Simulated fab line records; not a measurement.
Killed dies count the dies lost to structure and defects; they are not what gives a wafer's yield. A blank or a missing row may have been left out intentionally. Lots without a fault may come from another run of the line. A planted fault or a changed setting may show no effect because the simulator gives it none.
Matching of chambers :: flow n5_finfet :: 4 sister chambers for N5_BEOL_M9_ETCH_65 on rie_diel-01
The step etches SiARC in CF4, target depth 15.6 nm, time 26 s. 18 wafers are shown with their chamber, then 9 later ones without.

WAFERS PAIRED WITH THEIR CHAMBERS
wafer: L074.1
chamber: 2
drypump_motor_current_A (A): 5.7
showerhead_plenum_p_Torr (Torr): 2.17
throttle_valve_pct (%): 15.83

wafer: L074.3
chamber: 0
drypump_motor_current_A (A): 5.4
showerhead_plenum_p_Torr (Torr): 2.10
throttle_valve_pct (%): 15.54

wafer: L074.5
chamber: 0
drypump_motor_current_A (A): 5.4
showerhead_plenum_p_Torr (Torr): 2.10
throttle_valve_pct (%): 15.54

wafer: L081.1
chamber: 3
drypump_motor_current_A (A): 6.1
showerhead_plenum_p_Torr (Torr): 2.17
throttle_valve_pct (%): 15.48

wafer: L081.2
chamber: 2
drypump_motor_current_A (A): 5.7
showerhead_plenum_p_Torr (Torr): 2.16
throttle_valve_pct (%): 15.87

wafer: L081.4
chamber: 0
drypump_motor_current_A (A): 5.4
showerhead_plenum_p_Torr (Torr): 2.09
throttle_valve_pct (%): 15.59

wafer: L083.2
chamber: 0
drypump_motor_current_A (A): 5.4
showerhead_plenum_p_Torr (Torr): 2.09
throttle_valve_pct (%): 15.61

wafer: L083.3
chamber: 2
drypump_motor_current_A (A): 5.7
showerhead_plenum_p_Torr (Torr): 2.16
throttle_valve_pct (%): 15.86

wafer: L083.4
chamber: 1
drypump_motor_current_A (A): 5.6
showerhead_plenum_p_Torr (Torr): 2.27
throttle_valve_pct (%): 15.48

wafer: L084.4
chamber: 3
drypump_motor_current_A (A): 6.1
showerhead_plenum_p_Torr (Torr): 2.17
throttle_valve_pct (%): 15.48

wafer: L084.5
chamber: 3
drypump_motor_current_A (A): 6.1
showerhead_plenum_p_Torr (Torr): 2.17
throttle_valve_pct (%): 15.49

wafer: L084.6
chamber: 0
drypump_motor_current_A (A): 5.4
showerhead_plenum_p_Torr (Torr): 2.09
throttle_valve_pct (%): 15.60

wafer: L085.1
chamber: 1
drypump_motor_current_A (A): 5.6
showerhead_plenum_p_Torr (Torr): 2.27
throttle_valve_pct (%): 15.49

wafer: L085.2
chamber: 2
drypump_motor_current_A (A): 5.7
showerhead_plenum_p_Torr (Torr): 2.16
throttle_valve_pct (%): 15.88

wafer: L085.6
chamber: 3
drypump_motor_current_A (A): 6.0
showerhead_plenum_p_Torr (Torr): 2.17
throttle_valve_pct (%): 15.49

wafer: L087.2
chamber: 3
drypump_motor_current_A (A): 6.0
showerhead_plenum_p_Torr (Torr): 2.16
throttle_valve_pct (%): 15.50

wafer: L087.4
chamber: 0
drypump_motor_current_A (A): 5.4
showerhead_plenum_p_Torr (Torr): 2.09
throttle_valve_pct (%): 15.60

wafer: L087.6
chamber: 3
drypump_motor_current_A (A): 6.0
showerhead_plenum_p_Torr (Torr): 2.16
throttle_valve_pct (%): 15.50

SIGNATURES (means of the wafers above)
reading: drypump_motor_current_A
chamber 0: 5.400
chamber 1: 5.600
chamber 2: 5.700
chamber 3: 6.050
scatter within a chamber: 0.0327

reading: showerhead_plenum_p_Torr
chamber 0: 2.0933
chamber 1: 2.2700
chamber 2: 2.1625
chamber 3: 2.1667
scatter within a chamber: 0.00494

reading: throttle_valve_pct
chamber 0: 15.5800
chamber 1: 15.4850
chamber 2: 15.8600
chamber 3: 15.4900
scatter within a chamber: 0.0221
Rule: a wafer's distance from a chamber is the root of the sum, over the readings, of the square of ((its reading less the chamber's mean) divided by the reading's scatter). If the next closest chamber is less than 2 further off than the closest, the wafer can't be placed; otherwise it belongs to the closest. The scatter is the square root of a quotient: the sum, over the shown wafers, of each reading's squared deviation from its chamber's mean, divided by wafers minus chambers.

WAFERS WHOSE CHAMBER IS MISSING
wafer: L091.1
drypump_motor_current_A (A): 5.7
showerhead_plenum_p_Torr (Torr): 2.15
throttle_valve_pct (%): 15.90

wafer: L091.2
drypump_motor_current_A (A): 5.6
showerhead_plenum_p_Torr (Torr): 2.26
throttle_valve_pct (%): 15.51

wafer: L091.3
drypump_motor_current_A (A): 5.4
showerhead_plenum_p_Torr (Torr): 2.09
throttle_valve_pct (%): 15.64

wafer: L093.1
drypump_motor_current_A (A): 5.4
showerhead_plenum_p_Torr (Torr): 2.09
throttle_valve_pct (%): 15.65

wafer: L093.4
drypump_motor_current_A (A): 6.1
showerhead_plenum_p_Torr (Torr): 2.16
throttle_valve_pct (%): 15.53

wafer: L093.5
drypump_motor_current_A (A): 5.6
showerhead_plenum_p_Torr (Torr): 2.26
throttle_valve_pct (%): 15.52

wafer: L096.3
drypump_motor_current_A (A): 5.6
showerhead_plenum_p_Torr (Torr): 2.26
throttle_valve_pct (%): 15.52

wafer: L096.4
drypump_motor_current_A (A): 6.0
showerhead_plenum_p_Torr (Torr): 2.16
throttle_valve_pct (%): 15.54

wafer: L096.6
drypump_motor_current_A (A): 5.7
showerhead_plenum_p_Torr (Torr): 2.15
throttle_valve_pct (%): 15.92

THE CHAMBER EACH PASSED THROUGH
wafer: L091.1
from the rows above: 2
in truth: 2

wafer: L091.2
from the rows above: 1
in truth: 1

wafer: L091.3
from the rows above: 0
in truth: 0

wafer: L093.1
from the rows above: 0
in truth: 0

wafer: L093.4
from the rows above: 3
in truth: 3

wafer: L093.5
from the rows above: 1
in truth: 1

wafer: L096.3
from the rows above: 1
in truth: 1

wafer: L096.4
from the rows above: 3
in truth: 3

wafer: L096.6
from the rows above: 2
in truth: 2
Correct placement for 9 of the 9. Not placeable from these rows: 0. Number placed wrongly: 0.
